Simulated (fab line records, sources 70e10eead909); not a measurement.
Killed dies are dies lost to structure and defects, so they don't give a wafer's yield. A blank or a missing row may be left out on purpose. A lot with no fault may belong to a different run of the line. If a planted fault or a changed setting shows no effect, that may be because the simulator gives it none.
Matching of chambers	flow nand_harc	NHARC_A_CONTACT_CMP_20 on cmp-02 has 4 sister chambers
The step polishes, t overpolish 30 s, target thk 300 nm. 8 wafers are shown with their chamber, then 7 later ones without.

## WAFERS WITH THEIR CHAMBER
wafer	chamber	motor_current_A (A)	time_to_endpoint_s (s)
L504.3	3	11.0	65
L508.3	2	10.8	59
L508.5	1	11.9	65
L507.4	3	10.6	59
L507.5	1	12.2	63
L507.6	0	11.9	57
L520.1	0	11.0	65
L520.4	2	11.0	61

## WAFERS WHOSE CHAMBER IS MISSING
wafer	motor_current_A (A)	time_to_endpoint_s (s)
L520.6	10.8	60
L521.1	11.2	64
L521.2	10.0	60
L521.4	12.2	67
L522.3	11.7	72
L522.5	11.2	68
L522.6	10.9	64

## EACH ONE'S CHAMBER
wafer	from the rows above	in truth
L520.6	can't be placed: 2 or 3 or 0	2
L521.1	can't be placed: 0 or 3 or 2 or 1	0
L521.2	can't be placed: 3 or 2 or 0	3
L521.4	can't be placed: 1 or 0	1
L522.3	can't be placed: 1 or 0 or 3 or 2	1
L522.5	can't be placed: 3 or 0 or 2 or 1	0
L522.6	can't be placed: 3 or 2 or 0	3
Placed correctly: 0 of 7. Unplaceable from these rows: 7, with the true chamber sitting among the candidates in 7. Wrongly placed: 0.
How it was worked out, from the rows above alone: a wafer's distance from a chamber is the root of the sum, over the readings, of the square of ((its reading less the chamber's mean) divided by the reading's scatter). The wafer belongs to the nearest chamber; if the next one is less than 2 further off, it can't be placed. Each chamber's mean is taken over the wafers shown for it. The scatter: take each reading less its chamber's mean, square it, sum over the shown wafers, divide by the number of wafers less the number of chambers, and take the root.
